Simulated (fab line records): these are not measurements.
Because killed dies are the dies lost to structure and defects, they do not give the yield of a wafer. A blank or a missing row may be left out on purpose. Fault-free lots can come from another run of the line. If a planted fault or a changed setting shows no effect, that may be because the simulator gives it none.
fab line records	flow n5_finfet	part 1 of 2: steps 1 to 20 of 29
record lots=5	wafers=15	last_day=18
route steps=1938 shown SDB@368 DUMMY_REMOVAL@377 HKMG_FIN@385
lots untouched by any fault: they come from a run of this same line in which no faults occurred
start_h: start of the lot's first displayed wafer, in hours after the record's first day	wait_h: time in hours since the lot's previous step	" as in the row above	L1.1+2: a row that stands for several wafers	- value missing, or start not given	* or withheld: withheld	< > ~ a bound
route shown NAME@n: names a module that has steps shown in the file, with the first one's number in the route	usual: mean and standard deviation over wafers with no fault	same: alike in all rows	chamber/n: place in a boat	sites: each site's reading	_std_site: how widely they spread, as a standard deviation	_edge_site: outer sites' mean less inner sites'	radius_mm: how far each site lies from the wafer's centre	mask NAME#n: copy n	behind: tool/chamber where the wafer was last shaped	hold: the reason the lot was held/the length of the hold in hours/how it ended	device: transistor that didn't switch, given as n, p or np	end of line: the tests these same wafers got at the end of their route	a step without rows: its recipe alone	killed: not the wafer's yield, but the dies lost to structure and defects at the first sort	map: a wafer's dies, marking killed ones x, the rest . and places with no die _
set.NAME: the setting as run; set.NAME@STEP: as run at that earlier step	model.NAME: the simulator's own value behind a step, which no gauge read
lots at selected steps of the route; one table per step, one row per wafer
services: from which hour (start_h, from the record's first day; less than 0 if before it) a tool's chamber was out of use, for how many hours, and why
## steps
# step N5_SDB_ETCH_25
# recipe chemistry=C4F6/O2	target=SiO2	target_depth_a=100	time_s=3.3	ion_energy_ev=250	mask_material=SiNx	pressure_mtorr=30	source_w=345	bias_w=185	Ar_flow_sccm=300	C4F6_flow_sccm=10	O2_flow_sccm=10
# usual C4F6_flow_sccm=9.993/0.028	bias_w=185.1/0.59	chamber_pressure_mTorr=30.001/0.026	drypump_motor_current_A=5.9/0.52	oes_product_au=0.78/0.095	rf_vpp_V=667/13	showerhead_plenum_p_Torr=2.89/0.091	throttle_valve_pct=21.24/0.19
lot.wafer	tool	chamber	start_h	wait_h	C4F6_flow_sccm	bias_w	chamber_pressure_mTorr	drypump_motor_current_A	oes_product_au	rf_hours_counter_h	rf_vpp_V	showerhead_plenum_p_Torr	throttle_valve_pct
L075.1	rie_diel-02	1	75.00	0.0	9.999	184.8	30.015	5.4	0.74	158	663	2.85	21.22
L075.3	"	0	"	"	9.998	184.3	30.039	6.0	0.82	71	675	2.77	21.07
L075.4	"	3	"	"	9.996	184.6	29.984	6.6	0.78	118	664	2.86	21.11
L081.1	rie_diel-01	1	110.13	0.0	10.014	184.9	29.963	6.4	0.70	206	674	2.84	21.64
L081.4	"	0	"	"	10.021	184.7	30.010	5.6	0.70	-	658	2.69	21.40
L081.6	"	1	"	"	9.987	185.1	29.986	6.5	0.70	-	673	2.84	21.65
L088.4	rie_diel-02	2	151.98	1.3	9.959	185.2	29.979	6.4	0.89	40	642	3.00	20.94
L088.5	"	3	"	"	9.997	184.9	30.023	6.6	0.76	-	663	2.85	21.18
L088.6	"	2	"	"	9.938	186.1	30.024	6.4	0.88	-	641	3.00	20.94
L091.2	rie_diel-02	1	167.55	0.1	10.022	185.4	30.024	5.4	0.73	190	664	2.83	21.27
L091.5	"	2	"	"	9.962	185.1	30.051	6.3	0.88	-	641	3.00	20.96
L091.6	"	1	"	"	9.997	184.6	29.980	5.4	0.73	-	664	2.83	21.26
L097.3	rie_diel-05	1	208.73	0.4	10.004	185.5	30.008	6.2	0.72	209	689	2.84	21.15
L097.4	"	2	"	"	9.985	185.0	29.995	5.7	0.98	-	655	2.81	21.09
L097.6	"	1	"	"	9.952	185.6	29.983	6.1	0.72	-	690	2.84	21.15
# step N5_SDB_CUT_ETCH_26
# recipe chemistry=HBr/Cl2/O2	target=Si	target_depth_a=1296	bt_time_s=20	mask_material=SiNx	time_s=51.8	ion_energy_ev=*	bias_w=*	pressure_mtorr=10	icp_w=800	HBr_flow_sccm=150	Cl2_flow_sccm=80	O2_flow_sccm=12
# usual bias_w=*	chamber_pressure_mTorr=10.000/0.0096	drypump_motor_current_A=5.7/0.38	mfc_cl2_sccm=80.02/0.23	oes_product_au=0.992/0.014	throttle_valve_pct=37.2/0.34
# same bt_time_s=20
lot.wafer	tool	chamber	start_h	wait_h	bias_w	chamber_pressure_mTorr	drypump_motor_current_A	mfc_cl2_sccm	oes_product_au	rf_hours_counter_h	throttle_valve_pct
L075.1	rie_si-03	3	75.08	0.1	*	10.005	6.3	80.05	0.978	70	37.5
L075.3	"	0	"	"	*	10.003	5.6	79.99	0.987	152	37.4
L075.4	"	2	"	"	*	10.005	5.5	80.52	0.996	80	37.3
L081.1	rie_si-02	3	110.21	0.1	*	9.998	5.3	80.02	0.999	14	37.0
L081.4	"	1	"	"	*	9.988	5.8	79.61	0.969	1	37.6
L081.6	"	2	"	"	*	9.994	5.6	80.03	0.989	-	36.9
L088.4	rie_si-03	1	152.07	0.1	*	10.019	6.4	79.84	0.998	8	36.5
L088.5	"	2	"	"	*	10.002	5.5	79.76	0.997	-	37.3
L088.6	"	1	"	"	*	10.008	6.4	80.20	0.995	-	36.5
L091.2	rie_si-03	2	167.63	0.1	*	9.994	5.5	79.97	0.998	82	37.3
L091.5	"	3	"	"	*	9.995	6.3	80.37	0.976	-	37.5
L091.6	"	2	"	"	*	10.001	5.5	80.08	1.002	-	37.3
L097.3	rie_si-02	1	208.82	0.1	*	10.009	5.8	80.15	0.967	3	37.5
L097.4	"	3	"	"	*	10.003	5.3	79.47	1.003	16	37.0
L097.6	"	1	"	"	*	9.986	5.9	80.16	0.968	-	37.5
# step N5_SDB_PRECLEAN_38
# recipe chemistry=dHF	time_s=10	dilution=750:1	temp_c=25
lot.wafer	tool	chamber	start_h	wait_h
L075.1+3+4	wet_bench-01	6,7,5	75.20	0.1
L081.1+4+6	wet_bench-06	2,3,1	110.33	0.1
L088.4+5+6	wet_bench-03	1,2,3	152.19	0.1
L091.2+5+6	wet_bench-06	0,4,1	167.75	0.1
L097.3+4+6	wet_bench-06	7,6,0	208.93	0.1
# step N5_SDB_PRECLEAN_39
# recipe chemistry=O3/DIW	time_s=45	temp_c=22	o3_ppm=10
lot.wafer	tool	chamber	start_h	wait_h
L075.1+3+4	wet_bench-01	6,7,5	75.21	0.0
L081.1+4+6	wet_bench-06	2,3,1	110.33	0.0
L088.4+5+6	wet_bench-03	1,2,3	152.19	0.0
L091.2+5+6	wet_bench-06	0,4,1	167.76	0.0
L097.3+4+6	wet_bench-06	7,6,0	208.94	0.0
# step N5_SDB_SRD_28
# recipe dry=ipa_marangoni	time_s=30	temp_c=23	rinse_liquid=diw
lot.wafer	tool	chamber	start_h	wait_h
L075.1+3+4	wet_bench-01	6,7,5	75.23	0.0
L081.1+4+6	wet_bench-06	2,3,1	110.35	0.0
L088.4+5+6	wet_bench-03	1,2,3	152.20	0.0
L091.2+5+6	wet_bench-06	0,4,1	167.77	0.0
L097.3+4+6	wet_bench-06	7,6,0	208.95	0.0
# step N5_SDB_ALD_29
# recipe material=SiNx	target_thk_a=300	temp_c=400	ald_precursor_family=SiH2I2	ald_co_reactant=N2/H2-plasma	pulse_time_s=1	ald_cycles=600	purge_time_s=2	co_reactant_purge_time_s=2	pressure_torr=2
# usual chamber_pressure_Torr=1.999/0.0046	heater_power_w=857/87	precursor_pulse_height_rel=1.000/0.02	susceptor_temp_C=400.00/0.22
lot.wafer	tool	chamber	start_h	wait_h	chamber_pressure_Torr	heater_power_w	precursor_pulse_height_rel	susceptor_temp_C
L075.1	ald_sin-02	3	75.30	0.0	2.001	815	1.002	399.95
L075.3	"	1	"	"	1.995	895	0.988	400.34
L075.4	"	2	"	"	2.005	882	1.022	399.86
L081.1	ald_sin-02	2	110.40	0.0	1.991	824	1.010	399.87
L081.4	"	3	"	"	2.002	872	1.004	399.87
L081.6	"	1	111.75	1.4	1.999	866	1.003	399.90
L088.4	ald_sin-01	1	152.25	0.0	2.004	785	1.017	400.00
L088.5	"	3	153.60	1.4	1.992	849	0.979	400.46
L088.6	"	0	"	"	1.999	895	0.990	400.06
L091.2	ald_sin-04	0	167.81	0.0	2.007	1013	0.989	399.87
L091.5	"	3	169.17	1.4	1.990	796	0.984	400.06
L091.6	"	2	"	"	2.001	764	0.981	400.01
L097.3	ald_sin-04	2	209.63	0.7	2.005	770	0.991	400.32
L097.4	"	1	210.98	2.0	2.003	770	0.975	400.05
L097.6	"	2	"	"	1.995	761	0.990	399.92
# step N5_SDB_CMP_30
# recipe stop_on=poly-Si	t_overpolish_s=1.54	post_cmp_clean=alkaline_brush	down_force_psi=4.1491	platen_rpm=51.796	pad_velocity_m_s=1.0306	target_thk_nm=30
# usual edge_zone_pressure_frac=1.001/0.0046	motor_current_A=12.4/1.3	overpolish_run_s=1.539/0.0084	time_to_endpoint_s=17.4/2.3
lot.wafer	tool	chamber	start_h	wait_h	edge_zone_pressure_frac	motor_current_A	overpolish_run_s	time_to_endpoint_s
L075.1	cmp-03	1	78.07	1.4	1.006	13.7	1.538	18.5
L075.3	"	2	"	"	1.004	13.5	1.534	20.1
L075.4	"	3	"	"	1.008	11.4	1.539	16.5
L081.4	cmp-02	3	113.13	1.4	1.000	11.9	1.541	19.1
L081.1	"	1	"	"	0.993	14.0	1.543	14.7
L081.6	"	3	"	"	0.996	11.2	1.565	17.9
L088.4	cmp-04	0	154.98	1.4	0.995	11.4	1.545	16.3
L088.6	"	0	"	"	0.996	12.0	1.545	18.1
L088.5	"	1	"	"	1.000	11.7	1.539	15.7
L091.2	cmp-04	0	170.55	1.4	0.993	11.4	1.534	19.2
L091.5	"	0	"	"	0.994	12.1	1.545	18.8
L091.6	"	1	"	"	0.997	12.1	1.544	14.4
L097.4	cmp-03	1	212.36	0.0	1.002	14.7	1.543	15.6
L097.3	"	0	"	"	1.008	11.0	1.540	17.2
L097.6	"	1	"	"	0.996	15.2	1.531	16.4
# step N5_SDB_THK_MEAS_31
# recipe reads=a-Si_of_DUMMY_GATE_CVD_03
# usual SDB_THK=64.2/1.2
lot.wafer	tool	chamber	start_h	wait_h	SDB_THK[nm]
L075.1	film_metro-01	-	78.33	-	63.7
L075.3	"	-	"	"	63.1
L075.4	"	-	"	"	65.2
L081.1	film_metro-02	-	113.42	-	63.5
L081.4	"	-	"	"	62.5
L081.6	"	-	"	"	62.9
L088.4	film_metro-02	-	155.28	-	64.7
L088.5	"	-	"	"	63.0
L088.6	"	-	"	"	64.8
L091.2	film_metro-01	-	170.84	-	64.8
L091.5	"	-	"	"	64.7
L091.6	"	-	"	"	65.2
L097.3	film_metro-02	-	212.66	-	62.6
L097.4	"	-	"	"	62.5
L097.6	"	-	"	"	63.5
# step N5_SDB_INSPECT_36
# recipe inspect_instrument=darkfield	mode=post_cmp
# usual raw_defect_count=42/19
lot.wafer	tool	chamber	start_h	wait_h	raw_defect_count
L075.1	defect_inspect-01	-	78.35	0.0	39
L075.3	"	-	"	"	51
L075.4	"	-	"	"	31
L081.1	defect_inspect-02	-	113.45	0.0	34
L081.4	"	-	"	"	34
L081.6	"	-	"	"	54
L088.4	defect_inspect-01	-	155.31	0.0	16
L088.5	"	-	"	"	40
L088.6	"	-	"	"	32
L091.2	defect_inspect-01	-	170.87	0.0	25
L091.5	"	-	"	"	42
L091.6	"	-	"	"	19
L097.3	defect_inspect-01	-	212.68	0.0	70
L097.4	"	-	"	"	17
L097.6	"	-	"	"	31
# step N5_DUMMY_REMOVAL_HM_STRIP_01
# recipe chemistry=CH3F/O2	material=SiNx	target_depth_a=40	stop_on=poly-Si	time_s=6.8	over_etch_frac=0.3	ion_energy_ev=60	power_w=410	bias_w=29	Ar_flow_sccm=150	CH3F_flow_sccm=30	O2_flow_sccm=20
# usual CH3F_flow_sccm=29.98/0.097	bias_w=28.99/0.09	chamber_pressure_mTorr=30.004/0.029	drypump_motor_current_A=5.5/0.41	oes_product_au=0.62/0.053	rf_vpp_V=127.4/0.94	showerhead_plenum_p_Torr=1.98/0.068	throttle_valve_pct=16.39/0.23
# same over_etch_frac=0.3
lot.wafer	tool	chamber	start_h	wait_h	CH3F_flow_sccm	bias_w	chamber_pressure_mTorr	drypump_motor_current_A	oes_product_au	rf_hours_counter_h	rf_vpp_V	showerhead_plenum_p_Torr	throttle_valve_pct
L075.1	rie_diel-04	0	78.39	0.0	30.06	29.19	29.994	6.0	0.67	90	127.3	1.93	16.24
L075.3	"	1	"	"	29.96	29.01	29.959	5.5	0.56	233	129.1	2.05	16.84
L075.4	"	1	"	"	29.80	29.06	30.052	5.5	0.56	-	128.7	2.05	16.85
L081.1	rie_diel-06	0	113.48	0.0	30.08	28.90	30.014	6.4	0.65	60	127.8	2.02	16.02
L081.4	"	3	"	"	30.03	29.24	30.025	5.0	0.57	248	126.4	2.04	16.46
L081.6	"	0	"	"	30.04	28.95	29.986	6.4	0.66	-	127.7	2.02	16.04
L088.4	rie_diel-03	1	155.34	0.0	30.22	29.03	29.995	5.6	0.59	179	126.9	1.97	16.21
L088.5	"	1	"	"	30.02	28.96	29.988	5.6	0.59	-	126.2	1.98	16.19
L088.6	"	0	"	"	30.12	29.02	29.998	5.7	0.62	-	127.0	1.85	16.37
L091.2	rie_diel-06	2	170.90	0.0	30.06	29.02	30.027	5.6	0.58	199	127.4	1.99	16.41
L091.5	"	3	"	"	29.90	29.01	30.031	5.0	0.77	-	129.0	2.04	15.94
L091.6	"	0	"	"	29.89	29.09	30.046	6.4	0.64	-	128.3	2.02	16.05
L097.3	rie_diel-03	0	212.72	0.0	29.98	29.03	30.014	5.7	0.61	142	125.1	1.84	16.38
L097.4	"	3	"	"	29.90	28.89	29.988	5.7	0.61	165	126.5	1.90	16.66
L097.6	"	2	"	"	30.00	28.77	30.018	5.1	0.58	-	129.4	2.07	16.55
# step N5_DUMMY_REMOVAL_STRIP_10
# recipe chemistry=N2/H2	time_s=40	power_w=100	temp_c=40	pressure_mtorr=100	rf_frequency_hz=6e+07	bias_power_w=3	n2_flow_sccm=300	h2_flow_sccm=300
# usual chamber_pressure_mTorr=100.01/0.091	drypump_motor_current_A=5.6/0.41	oes_product_au=0.77/0.07	rf_vpp_V=45.2/0.75	showerhead_plenum_p_Torr=3.35/0.11	throttle_valve_pct=12.32/0.24
lot.wafer	tool	chamber	start_h	wait_h	chamber_pressure_mTorr	drypump_motor_current_A	oes_product_au	rf_hours_counter_h	rf_vpp_V	showerhead_plenum_p_Torr	throttle_valve_pct
L075.1	rie_diel-04	0	78.42	0.0	99.97	6.0	0.83	90	44.5	3.29	12.22
L075.3	"	1	"	"	100.12	5.5	0.68	233	44.9	3.46	12.86
L075.4	"	1	"	"	99.98	5.6	0.68	-	45.0	3.46	12.86
L081.1	rie_diel-06	0	113.52	0.0	100.02	6.4	0.82	60	45.7	3.42	11.97
L081.4	"	3	"	"	100.20	5.0	0.70	248	46.0	3.46	12.41
L081.6	"	0	"	"	99.91	6.4	0.82	-	45.3	3.42	11.98
L088.4	rie_diel-03	1	155.37	0.0	100.04	5.7	0.75	179	44.8	3.37	12.25
L088.5	"	1	"	"	100.13	5.6	0.74	-	45.3	3.37	12.23
L088.6	"	0	"	"	99.96	5.7	0.76	-	44.3	3.14	12.38
L091.2	rie_diel-06	2	170.94	0.0	99.89	5.7	0.71	199	44.5	3.33	12.26
L091.5	"	3	"	"	100.11	5.0	0.97	-	44.7	3.46	11.78
L091.6	"	0	"	"	99.94	6.4	0.81	-	46.4	3.41	12.03
L097.3	rie_diel-03	0	212.75	0.0	99.85	5.7	0.76	142	46.2	3.14	12.41
L097.4	"	3	"	"	100.02	5.7	0.75	165	46.9	3.24	12.54
L097.6	"	2	"	"	99.96	5.2	0.72	-	45.2	3.50	12.46
# step N5_DUMMY_REMOVAL_PRECLEAN_07
# recipe chemistry=dHF	time_s=30	temp_c=25	dilution=withheld
lot.wafer	tool	chamber	start_h	wait_h
L075.1+3+4	wet_bench-02	5,3,1	78.51	0.1
L081.1+4+6	wet_bench-04	2,4,3	113.61	0.1
L088.4+5+6	wet_bench-04	4,6,3	155.47	0.1
L091.2+5+6	wet_bench-02	4,3,0	171.03	0.1
L097.3+4+6	wet_bench-04	6,3,4	212.84	0.1
# step N5_DUMMY_REMOVAL_DUMMY_REMOVE_02
# recipe chemistry=TMAH	temp_c=70	target=poly-Si	stop_on=SiO2	target_depth_nm=142	conc_wt_pct=5	time_s=57	dry=ipa_marangoni	rinse_time_s=30	rinse_temp_c=23
# same rinse_time_s=30
lot.wafer	tool	chamber	start_h	wait_h
L075.1+3+4	wet_bench-02	5,3,1	78.53	0.0
L081.1+4+6	wet_bench-04	2,4,3	113.63	0.0
L088.4+5+6	wet_bench-04	4,6,3	155.48	0.0
L091.2+5+6	wet_bench-02	4,3,0	171.04	0.0
L097.3+4+6	wet_bench-04	6,3,4	212.86	0.0
# step N5_DUMMY_REMOVAL_INSPECT_06
# recipe inspect_instrument=brightfield	mode=aei
# usual raw_defect_count=13/6.5
lot.wafer	tool	chamber	start_h	wait_h	raw_defect_count
L075.1	defect_inspect-02	-	78.58	0.0	22
L075.3	"	-	"	"	20
L075.4	"	-	"	"	8
L081.1	defect_inspect-01	-	113.72	0.0	18
L081.4	"	-	"	"	11
L081.6	"	-	"	"	12
L088.4	defect_inspect-01	-	155.54	0.0	7
L088.5	"	-	"	"	15
L088.6	"	-	"	"	30
L091.2	defect_inspect-01	-	171.10	0.0	7
L091.5	"	-	"	"	15
L091.6	"	-	"	"	9
L097.3	defect_inspect-01	-	212.91	0.0	10
L097.4	"	-	"	"	11
L097.6	"	-	"	"	17
# step N5_DUMMY_REMOVAL_PRECLEAN_08
# recipe chemistry=NF3:NH3	afs_cycles=2	temp_c=30	time_s=20	sublimation_temp_c=180	sublimation_time_s=60	pressure_torr=3	rf_power_w=30
lot.wafer	tool	chamber	start_h	wait_h
L075.1+3+4	remote_plasma-01	0	78.62	0.0
L081.1+4+6	remote_plasma-02	0	113.76	0.0
L088.4+5+6	remote_plasma-02	0	155.66	0.1
L091.2+5+6	remote_plasma-01	1	171.17	0.1
L097.3+4+6	remote_plasma-01	0	213.01	0.1
# step N5_DUMMY_REMOVAL_PRECLEAN_04
# recipe chemistry=DHF	time_s=37	temp_c=25	dilution=500:1
lot.wafer	tool	chamber	start_h	wait_h
L075.1+3+4	wet_bench-04	1,3,2	78.83	0.2
L081.1+4+6	wet_bench-05	1,0,2	113.97	0.2
L088.4+5+6	wet_bench-04	1,4,7	155.78	0.1
L091.2+5+6	wet_bench-04	5,0,3	171.35	0.2
L097.3+4+6	wet_bench-05	6,3,4	213.16	0.1
# step N5_DUMMY_REMOVAL_SRD_05
# recipe dry=ipa_marangoni	do_ppb=5	time_s=30	temp_c=23	rinse_liquid=diw
lot.wafer	tool	chamber	start_h	wait_h
L075.1+3+4	wet_bench-04	1,3,2	78.84	0.0
L081.1+4+6	wet_bench-05	1,0,2	113.98	0.0
L088.4+5+6	wet_bench-04	1,4,7	155.80	0.0
L091.2+5+6	wet_bench-04	5,0,3	171.36	0.0
L097.3+4+6	wet_bench-05	6,3,4	213.17	0.0
# step N5_HKMG_FIN_IL_REGROW_00
# recipe material=SiO2	target_thk_a=7.5	chemistry=O3	temp_c=withheld	time_s=30
lot.wafer	tool	chamber	start_h	wait_h
L075.1+3+4	ald_hk-03	0,2,3	78.89	0.0
L081.1+4+6	ald_hk-03	3,1,1	114.03	0.0
L088.4+5+6	ald_hk-01	0,0,3	155.84	0.0
L091.2+5+6	ald_hk-02	3,0,3	171.41	0.0
L097.3+4+6	ald_hk-03	0,3,2	213.22	0.0
# step N5_HKMG_FIN_HK_ALD_01
# recipe material=HfO2	target_thk_a=16	temp_c=withheld	ald_precursor_family=HfCl4	ald_co_reactant=H2O	pulse_time_s=3	purge_time_s=3	co_reactant_purge_time_s=2.5	co_reactant_pulse_time_s=0.3	ald_cycles=30
# usual precursor_pulse_height_rel=1.001/0.02
lot.wafer	tool	chamber	start_h	wait_h	precursor_pulse_height_rel
L075.1	ald_hk-03	0	78.94	0.0	0.996
L075.3	"	2	"	"	0.981
L075.4	"	3	"	"	1.013
L081.1	ald_hk-03	3	114.08	0.0	1.037
L081.4	"	1	"	"	1.001
L081.6	"	1	"	"	0.983
L088.4	ald_hk-01	0	155.89	0.0	1.034
L088.5	"	0	"	"	0.974
L088.6	"	3	"	"	0.986
L091.2	ald_hk-02	3	171.46	0.0	1.011
L091.5	"	0	"	"	1.004
L091.6	"	3	"	"	0.997
L097.3	ald_hk-03	0	213.27	0.0	1.001
L097.4	"	3	"	"	0.981
L097.6	"	2	"	"	0.951
# step N5_HKMG_FIN_HK_ANNEAL_02
# recipe temp_c=700	time_s=30	ambient=N2	idle_temp_c=600	ramp_up_c_per_s=150	ramp_down_c_per_s=60	cool_to_c=600
# usual lamp_power_pct=8.80/0.058	lamp_zone_1_pct=8.798/0.0093	lamp_zone_4_pct=8.796/0.0089	lamp_zone_7_pct=9.193/0.0097	wafer_temp_C_max=703.0/0.73
lot.wafer	tool	chamber	start_h	wait_h	lamp_power_pct	lamp_zone_1_pct	lamp_zone_4_pct	lamp_zone_7_pct	wafer_temp_C_max
L075.1	rtp_anneal-01	0	79.12	0.1	8.74	8.792	8.793	9.198	703.3
L075.3	"	0	"	"	8.86	8.779	8.797	9.202	703.2
L075.4	"	0	"	"	8.76	8.782	8.792	9.191	703.2
L081.1	rtp_anneal-01	0	114.30	0.1	8.78	8.789	8.798	9.186	702.2
L081.4	"	0	"	"	8.75	8.799	8.784	9.191	704.6
L081.6	"	0	"	"	8.86	8.787	8.790	9.190	702.4
L088.4	rtp_anneal-01	0	156.19	0.2	8.82	8.806	8.789	9.199	702.9
L088.5	"	0	"	"	8.77	8.800	8.784	9.216	701.8
L088.6	"	0	"	"	8.86	8.795	8.792	9.184	702.6
L091.2	rtp_anneal-01	0	171.68	0.1	8.77	8.806	8.799	9.194	702.0
L091.5	"	0	"	"	8.77	8.800	8.803	9.186	704.1
L091.6	"	0	"	"	8.80	8.779	8.804	9.188	702.7
L097.3	rtp_anneal-02	0	213.54	0.2	8.76	8.787	8.778	9.201	702.5
L097.4	"	0	"	"	8.81	8.806	8.798	9.200	702.9
L097.6	"	0	"	"	8.80	8.806	8.793	9.197	703.8
